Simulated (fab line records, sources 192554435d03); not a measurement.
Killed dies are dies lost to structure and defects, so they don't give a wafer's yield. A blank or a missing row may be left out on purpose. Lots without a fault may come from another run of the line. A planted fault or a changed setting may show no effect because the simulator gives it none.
Chamber matching | flow n5_finfet | N5_BEOL_M1_ETCH_70 on rie_diel-01: 3 sister chambers
The step etches SOC in N2/H2, target depth 80 nm, overetch 16 nm, time 120 s. 6 wafers are shown with their chamber, then 6 later ones without.

WAFERS WITH THEIR CHAMBER
wafer  | chamber | showerhead_plenum_p_Torr (Torr) | drypump_motor_current_A (A)
L083.3 | 0       | 2.65                            | 5.8
L087.1 | 3       | 2.47                            | 4.7
L087.2 | 2       | 2.47                            | 4.9
L087.3 | 0       | 2.65                            | 5.7
L088.1 | 2       | 2.47                            | 4.9
L088.4 | 3       | 2.46                            | 4.7

WAFERS WITHOUT THEIR CHAMBER
wafer  | showerhead_plenum_p_Torr (Torr) | drypump_motor_current_A (A)
L089.1 | 2.47                            | 4.9
L089.3 | 2.65                            | 5.8
L092.1 | 2.64                            | 5.7
L092.2 | 2.47                            | 5.0
L095.4 | 2.47                            | 5.0
L095.5 | 2.47                            | 4.9

WHICH CHAMBER EACH WENT THROUGH
wafer  | from the rows above | in truth
L089.1 | 2                   | 2
L089.3 | 0                   | 0
L092.1 | 0                   | 0
L092.2 | 2                   | 2
L095.4 | 2                   | 2
L095.5 | 2                   | 2
Placed correctly: 6 of 6. Can't be placed from these rows: 0. Placed wrongly: 0.
How it was worked out, from the rows above alone: a wafer's distance from a chamber is the root of the sum, over the readings, of the square of ((its reading less the chamber's mean) divided by the reading's scatter). The wafer belongs to the nearest chamber; if the next one is less than 2 further off, it can't be placed. A chamber's mean is the mean of its shown wafers. The scatter: the root of (the sum of the squares of (reading less its chamber's mean) over the shown wafers, divided by (wafers less chambers)).
